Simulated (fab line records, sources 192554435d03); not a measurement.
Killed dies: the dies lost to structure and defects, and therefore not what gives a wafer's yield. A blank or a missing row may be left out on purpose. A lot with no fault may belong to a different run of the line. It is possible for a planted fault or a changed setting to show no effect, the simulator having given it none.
Which tool was responsible? :: flow n5 finfet :: Sampling: 10 lots, 27 wafers, 4 of 1938 route steps

WHAT THE GAUGES SHOWED, per wafer
N5_BEOL_M4_RC_MEAS_101.
lot: L268
measured: day 8 10:26
on: prober-01
IOFF_P_LONG (nA/um): 0.000109 0.000111 0.00012

lot: L269
measured: day 8 15:17
on: prober-02
IOFF_P_LONG (nA/um): 0.000103 0.0001 9.7e-05

lot: L272
measured: day 9 08:15
on: prober-02
IOFF_P_LONG (nA/um): 0.000103 0.0001 0.000103

lot: L273
measured: day 9 11:34
on: prober-02
IOFF_P_LONG (nA/um): 9.9e-05 0.000103 0.000103

lot: L274
measured: day 9 11:06
on: prober-01
IOFF_P_LONG (nA/um): 9.7e-05 0.000104 9.8e-05

lot: L275
measured: day 9 16:11
on: prober-02
IOFF_P_LONG (nA/um): 0.000106 0.000108 0.000105

lot: L277
measured: day 11 02:49
on: prober-01
IOFF_P_LONG (nA/um): 0.000111 0.000109 0.00011

lot: L279
measured: day 11 05:08
on: prober-02
IOFF_P_LONG (nA/um): 9.7e-05 9.7e-05 9.5e-05

lot: L286
measured: day 12 23:22
on: prober-02
IOFF_P_LONG (nA/um): 0.000223

lot: L287
measured: day 13 02:18
on: prober-02
IOFF_P_LONG (nA/um): 0.000274 0.00011

WHICH TOOL RAN EACH LOT (tool, then ch and the chambers of the sampled wafers, then the start)
lot: L268
N5_HKMG_FIN_ALD_74: ald hk-01 ch 1,2,3, day 4 11:06
N5_BEOL_M4_ANNEAL_80: pvd sputter-01, day 8 07:43
N5_BEOL_M4_ANNEAL_87: pvd sputter-01, day 8 08:09

lot: L269
N5_HKMG_FIN_ALD_74: ald hk-03 ch 0,3, day 4 16:14
N5_BEOL_M4_ANNEAL_80: pvd sputter-02, day 8 12:27
N5_BEOL_M4_ANNEAL_87: pvd sputter-02, day 8 12:53

lot: L272
N5_HKMG_FIN_ALD_74: ald hk-03 ch 1,2,3, day 5 11:31
N5_BEOL_M4_ANNEAL_80: pvd sputter-02, day 9 05:28
N5_BEOL_M4_ANNEAL_87: pvd sputter-02, day 9 05:55

lot: L273
N5_HKMG_FIN_ALD_74: ald hk-03 ch 0,2,3, day 5 16:29
N5_BEOL_M4_ANNEAL_80: pvd sputter-03, day 9 08:45
N5_BEOL_M4_ANNEAL_87: pvd sputter-03, day 9 09:11

lot: L274
N5_HKMG_FIN_ALD_74: ald hk-01 ch 1,3, day 5 23:49
N5_BEOL_M4_ANNEAL_80: pvd sputter-01, day 9 08:29
N5_BEOL_M4_ANNEAL_87: pvd sputter-01, day 9 08:55

lot: L275
N5_HKMG_FIN_ALD_74: ald hk-01 ch 0,3, day 6 05:47
N5_BEOL_M4_ANNEAL_80: pvd sputter-03, day 9 13:35
N5_BEOL_M4_ANNEAL_87: pvd sputter-03, day 9 14:02

lot: L277
N5_HKMG_FIN_ALD_74: ald hk-01 ch 0,1,2, day 6 21:37
N5_BEOL_M4_ANNEAL_80: pvd sputter-02, day 10 23:25
N5_BEOL_M4_ANNEAL_87: pvd sputter-02, day 10 23:51

lot: L279
N5_HKMG_FIN_ALD_74: ald hk-02 ch 0,2, day 7 11:39
N5_BEOL_M4_ANNEAL_80: pvd sputter-01, day 11 02:25
N5_BEOL_M4_ANNEAL_87: pvd sputter-01, day 11 02:52

lot: L286
N5_HKMG_FIN_ALD_74: ald hk-03 ch 0, day 9 04:13
N5_BEOL_M4_ANNEAL_80: pvd sputter-02, day 12 20:14
N5_BEOL_M4_ANNEAL_87: pvd sputter-02, day 12 20:41

lot: L287
N5_HKMG_FIN_ALD_74: ald hk-03 ch 2,3, day 9 06:04
N5_BEOL_M4_ANNEAL_80: pvd sputter-02, day 12 23:43
N5_BEOL_M4_ANNEAL_87: pvd sputter-02, day 13 00:10
- N5_HKMG_FIN_ALD_74: deposits La2O3, target thk 0.5 nm, pulse time 6 s, co reactant pulse time 1 s.
- N5_BEOL_M4_ANNEAL_80: time 240 s.
- N5_BEOL_M4_ANNEAL_87: time 240 s.

THE ANSWER, worked out from the rows above alone
Rule: the lots themselves supply what counts as usual. Put in order of their means at a reading, lots are off if they are a third of the lots or fewer, leave a main group of 4 or more, and stand apart from it by a gap of 3 or more times the standard deviation of the main group's means; of several such gaps the widest counts. Not used: any main group whose means are identical at the precision the tables above print for the reading. A lot without any number at a reading at which 4 lots or more have one is off too. The other lots that the step has rows for count as sound.
Off: L286, L287, at N5_BEOL_M4_RC_MEAS_101 (IOFF_P_LONG). The main group: mean 0.000104 nA/um, standard deviation 5.4e-06.
A tool fits if, at a process step before that reading, it ran every lot that is off, and no sound lot after the first of them. Those tools and the gauges at N5_BEOL_M4_RC_MEAS_101 are tried in the same way. Can't be told from this: 3 tools fit, ald hk-03 at N5_HKMG_FIN_ALD_74, pvd sputter-02 at N5_BEOL_M4_ANNEAL_80 and N5_BEOL_M4_ANNEAL_87, prober-02 at N5_BEOL_M4_RC_MEAS_101.

WHAT THE SIMULATOR HAD PUT IN
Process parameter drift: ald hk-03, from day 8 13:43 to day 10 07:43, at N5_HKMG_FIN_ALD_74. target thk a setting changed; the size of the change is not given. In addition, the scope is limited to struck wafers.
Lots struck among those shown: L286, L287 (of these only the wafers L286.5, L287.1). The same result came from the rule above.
